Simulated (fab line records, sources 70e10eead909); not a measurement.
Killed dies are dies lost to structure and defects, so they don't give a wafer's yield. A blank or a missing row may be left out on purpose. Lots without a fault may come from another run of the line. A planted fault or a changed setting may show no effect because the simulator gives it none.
Which tool did it? | flow nand_harc | 13 lots, 39 wafers sampled, at 5 steps of a route of 1159

WHAT THE GAUGES READ, wafer by wafer
NHARC_THIN_TSV_THK_MEAS_02: measures by ir. Usual: thk_nm 3092 nm, standard deviation 240.
lot  | measured     | on            | thk_nm (nm)    | flag
L853 | day 19 01:28 | film_metro-01 | 3407 3298 3178 |
L852 | day 19 02:41 | film_metro-02 | 2835 2726 2760 |
L857 | day 19 05:07 | film_metro-02 | 3017 3112 3435 |
L856 | day 19 09:28 | film_metro-01 | 3226 2989 3386 |
L858 | day 19 20:41 | film_metro-02 | 2719 3252 3172 |
L860 | day 19 21:53 | film_metro-01 | 2789 2707 2638 |
L859 | day 20 10:00 | film_metro-01 | 3038 3352 3300 |
L861 | day 20 18:20 | film_metro-02 | 3025 3166 3079 |
L863 | day 21 09:45 | film_metro-02 | 3512 3213 3631 |
L865 | day 21 10:56 | film_metro-01 | 2583 2627 2992 |
L868 | day 22 17:31 | film_metro-02 | 2880 2867      |
L873 | day 23 23:16 | film_metro-01 | 3213 3018 3095 |
L875 | day 24 06:17 | film_metro-02 | 2908 2887 2815 |

NHARC_END_SORT_01. Usual: killed_at_array 24, standard deviation 8.4; killed_at_other 0.7, standard deviation 1.1; killed_at_periphery 2.9, standard deviation 1.7; killed_dies 27, standard deviation 8.6; killed_open 3.3, standard deviation 1.8; killed_short 1.8, standard deviation 1.4.
lot  | measured     | on        | killed_at_array | killed_at_other | killed_at_periphery | killed_dies | killed_open | killed_short | flag
L868 | day 23 10:20 | prober-02 | 29 37 483       | 0 0 2           | 2 2 1               | 31 39 486   | 5 7 2       | 0 0 1        | OFF

WHICH TOOL RAN EACH LOT (tool, then ch and the chambers of the sampled wafers, then the start)
lot  | NHARC_A_CHANNEL_HOLE_D1_ETCH_34    | NHARC_A_M1_DEP_33               | NHARC_A_BONDPAD_CMP_29
L853 | rie_diel-03 ch 0,1,2, day 8 13:53  | pecvd-02 ch 0,1,2, day 18 02:50 | cmp-04 ch 0,1,3, day 18 03:47
L852 | rie_diel-02 ch 2,3, day 8 14:53    | pecvd-03 ch 0,1,2, day 18 03:52 | cmp-04 ch 1,2,3, day 18 04:49
L857 | rie_diel-12 ch 0,1,2, day 9 02:56  | pecvd-03 ch 0,1, day 18 09:59   | cmp-04 ch 1,2,3, day 18 11:01
L856 | rie_diel-03 ch 0,1,3, day 9 03:09  | pecvd-02 ch 1,2, day 18 14:04   | cmp-01 ch 1,2,3, day 18 15:03
L858 | rie_diel-12 ch 1,2,3, day 9 20:25  | pecvd-01 ch 0,1,2, day 19 04:13 | cmp-01 ch 1,2,3, day 19 05:14
L860 | rie_diel-03 ch 0,1,3, day 9 20:59  | pecvd-01 ch 0,1,2, day 19 05:36 | cmp-04 ch 0,3, day 19 06:36
L859 | rie_diel-02 ch 1,3, day 9 22:19    | pecvd-02 ch 0,1, day 19 17:53   | cmp-04 ch 1,2,3, day 19 18:50
L861 | rie_diel-02 ch 0,3, day 10 16:34   | pecvd-02 ch 0,2, day 20 00:50   | cmp-01 ch 1,2,3, day 20 01:46
L863 | rie_diel-12 ch 0,1, day 11 14:02   | pecvd-03 ch 0,1, day 20 16:31   | cmp-04 ch 0,1,2, day 20 17:35
L865 | rie_diel-03 ch 0,1,2, day 11 15:09 | pecvd-02 ch 0,2, day 20 17:22   | cmp-04 ch 0,1,3, day 20 18:19
L868 | rie_diel-12 ch 0,1,3, day 12 11:53 | pecvd-01 ch 0,2, day 21 23:41   | cmp-01 ch 0,3, day 22 00:39
L873 | rie_diel-02 ch 1,3, day 13 11:50   | pecvd-03 ch 0,2, day 23 04:03   | cmp-01 ch 0,2,3, day 23 05:02
L875 | rie_diel-02 ch 1,2, day 14 04:50   | pecvd-01 ch 0,1, day 23 13:05   | cmp-03 ch 0,3, day 23 14:04
- NHARC_A_CHANNEL_HOLE_D1_ETCH_34: etches the open film in CF4/CHF3, target depth 154 nm, time 77 s.
- NHARC_A_M1_DEP_33: deposits SiCN, target thk 30 nm.
- NHARC_A_BONDPAD_CMP_29: polishes SiCN, target thk 200 nm.

WHAT THE TOOLS THEMSELVES READ (means of the sampled wafers that have a number; where no wafer has one, the mark that the record gives instead)
NHARC_A_CHANNEL_HOLE_D1_ETCH_34. Usual: chamber_pressure_mTorr 25.004 mTorr, standard deviation 0.024; drypump_motor_current_A 5.5 A, standard deviation 0.37; oes_product_au 0.954 a.u., standard deviation 0.026; rf_vpp_V 371.3 V, standard deviation 1.8; showerhead_plenum_p_Torr 1.60 Torr, standard deviation 0.053; throttle_valve_pct 16.805 %, standard deviation 0.0092.
lot  | tool        | chamber_pressure_mTorr (mTorr) | drypump_motor_current_A (A) | oes_product_au (a.u.) | rf_vpp_V (V) | showerhead_plenum_p_Torr (Torr) | throttle_valve_pct (%) | flag
L853 | rie_diel-03 | 25.016                         | 5.6                         | 0.948                 | 372.3        | 1.64                            | 16.805                 |
L852 | rie_diel-02 | 25.020                         | 5.1                         | 0.982                 | 369.2        | 1.54                            | 16.808                 |
L857 | rie_diel-12 | 25.002                         | 5.4                         | 0.951                 | 371.1        | 1.60                            | 16.810                 |
L856 | rie_diel-03 | 24.979                         | 5.6                         | 0.927                 | 373.4        | 1.65                            | 16.805                 |
L858 | rie_diel-12 | 25.006                         | 5.3                         | 0.979                 | 371.7        | 1.60                            | 16.800                 |
L860 | rie_diel-03 | 24.999                         | 5.6                         | 0.929                 | 373.3        | 1.65                            | 16.806                 |
L859 | rie_diel-02 | 25.018                         | 5.2                         | 0.958                 | 369.6        | 1.55                            | 16.804                 |
L861 | rie_diel-02 | 25.035                         | 5.1                         | 0.979                 | 371.1        | 1.58                            | 16.805                 |
L863 | rie_diel-12 | 25.002                         | 5.8                         | 0.966                 | 369.8        | 1.55                            | 16.796                 |
L865 | rie_diel-03 | 24.999                         | 5.6                         | 0.973                 | 373.2        | 1.64                            | 16.800                 |
L868 | rie_diel-12 | 24.997                         | 5.6                         | 0.949                 | 370.3        | 1.55                            | 16.801                 |
L873 | rie_diel-02 | 25.019                         | 5.7                         | 0.928                 | 370.2        | 1.55                            | 16.802                 |
L875 | rie_diel-02 | 25.004                         | 5.9                         | 0.933                 | 369.4        | 1.54                            | 16.806                 |

NHARC_A_M1_DEP_33. Usual: heater_power_w 565 W, standard deviation 61; showerhead_vpp_V 1277 V, standard deviation 79.
lot  | tool     | heater_power_w (W) | showerhead_vpp_V (V) | flag
L853 | pecvd-02 | 559                | 1243                 |
L852 | pecvd-03 | 576                | 1244                 |
L857 | pecvd-03 | 547                | 1237                 |
L856 | pecvd-02 | 601                | 1256                 |
L858 | pecvd-01 | 565                | 1324                 |
L860 | pecvd-01 | 597                | 1325                 |
L859 | pecvd-02 | 477                | 1242                 |
L861 | pecvd-02 | 520                | 1223                 |
L863 | pecvd-03 | 585                | 1225                 |
L865 | pecvd-02 | 519                | 1204                 |
L868 | pecvd-01 | 550                | 1274                 |
L873 | pecvd-03 | 604                | 1292                 |
L875 | pecvd-01 | 613                | 1393                 |

NHARC_A_BONDPAD_CMP_29. Usual: motor_current_A 12.1 A, standard deviation 1.2.
lot  | tool   | motor_current_A (A) | flag
L853 | cmp-04 | 12.6                |
L852 | cmp-04 | 11.5                |
L857 | cmp-04 | 11.5                |
L856 | cmp-01 | 11.9                |
L858 | cmp-01 | 12.0                |
L860 | cmp-04 | 12.2                |
L859 | cmp-04 | 11.6                |
L861 | cmp-01 | 12.0                |
L863 | cmp-04 | 12.5                |
L865 | cmp-04 | 11.8                |
L868 | cmp-01 | 12.3                |
L873 | cmp-01 | 12.1                |
L875 | cmp-03 | 12.0                |

THE ANSWER, worked out from the rows above alone
Rule: a lot is off if the mean of its wafers that have a number lies more than 3 standard deviations from the usual mean. A lot without any number at a reading at which 4 lots or more have one is off too. The other lots that the step has rows for count as sound. The gauges are gone through in route order, then the tools' own readings, and for those a lot's mean is taken as printed above. The first step at which some lot is off is used, and at that step the reading that is off furthest; a lot without a number counts as furthest.
Off: L868, at NHARC_END_SORT_01 (killed_at_array). Neither off nor sound, because the step has no rows for them: L853, L852, L857, L856, L858, L860, L859, L861, L863, L865, L873, L875.
A tool fits if, at a process step before that reading, it ran every lot that is off, and no sound lot after the first of them. The gauges at NHARC_END_SORT_01 are tried like those tools. Can't be told from this: 4 tools fit, rie_diel-12 at NHARC_A_CHANNEL_HOLE_D1_ETCH_34, pecvd-01 at NHARC_A_M1_DEP_33, cmp-01 at NHARC_A_BONDPAD_CMP_29, prober-02 at NHARC_END_SORT_01.

WHAT THE SIMULATOR HAD PUT IN
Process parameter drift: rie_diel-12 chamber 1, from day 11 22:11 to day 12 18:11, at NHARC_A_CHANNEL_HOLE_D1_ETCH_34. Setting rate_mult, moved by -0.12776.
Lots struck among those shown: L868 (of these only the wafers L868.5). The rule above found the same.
